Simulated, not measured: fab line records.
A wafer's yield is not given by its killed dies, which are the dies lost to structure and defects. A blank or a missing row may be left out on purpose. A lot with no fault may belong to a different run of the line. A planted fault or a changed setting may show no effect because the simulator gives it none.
One fault seen from 2 desks	flow nand harc	what lay behind the numbers comes last; until then each desk has only its own

## DESK OF THE TOOL OWNER: pecvd onon-03
The tool's own readings at NHARC_A_ONON_D2_DEP_16 (target thk 1000 nm): means of the sampled wafers that have a number, for each lot that ran on this tool. The brackets show how far a lot's mean lies from the usual mean; more than 4 standard deviations puts the lot out of limits, marked OUT.
Columns: A = n2 flow sccm at NHARC_A_ONON_D2_DEP_16, usual 2749 sccm; B = sih4 flow sccm at NHARC_A_ONON_D2_DEP_16, usual 210.1 sccm
lot	first seen here	A	B
L227	day 13 13:37	2745	210.8
L232	day 16 03:17	2747	209.8
L234	day 16 12:25	2744	210.6
L235	day 17 14:21	2751	209.9
L243	day 20 10:55	2749	210.0
L246	day 22 11:35	2749	210.7
This desk's verdict: no lot among the 6 shows anything out of limits.

## THE METROLOGY DESK
Means of the sampled wafers that have a number, per lot and without regard to the tool the lot ran on: this is what the gauges read. The brackets show how far a lot's mean lies from the usual mean; more than 4 standard deviations puts the lot out of limits, marked OUT.
Columns: A = thk nm at NHARC_A_ONON_D2_THK_MEAS_05, usual 1002 nm; B = thk nm at NHARC_A_ONON_D2_THK_MEAS_11, usual 998 nm; C = thk nm at NHARC_A_ONON_D2_THK_MEAS_18, usual 998 nm
lot	first seen here	A	B	C
L225	day 12 18:39	1003	995	983
L227	day 13 04:16	1001	1009	985
L232	day 15 18:46	1002	1001	995
L231	day 15 18:56	996	991	981
L234	day 16 02:08	1007	1014	956
L235	day 17 05:43	1016	1005	979
L236	day 17 05:50	984	976	1017
L243	day 20 01:32	1000	988	984
L244	day 20 01:51	998	996	1012
L245	day 20 17:59	991	1004	1022
L246	day 22 00:27	1013	1003	972
L248	day 22 00:36	1008	1003	995
L247	day 22 00:49	1006	1003	987
This desk's verdict: no lot among the 13 shows anything out of limits.

## PUT TOGETHER
The desk of the tool owner found nothing out of limits.
Nothing out of limits was seen by the metrology desk.

## WHAT THE SIMULATOR HAD INSERTED
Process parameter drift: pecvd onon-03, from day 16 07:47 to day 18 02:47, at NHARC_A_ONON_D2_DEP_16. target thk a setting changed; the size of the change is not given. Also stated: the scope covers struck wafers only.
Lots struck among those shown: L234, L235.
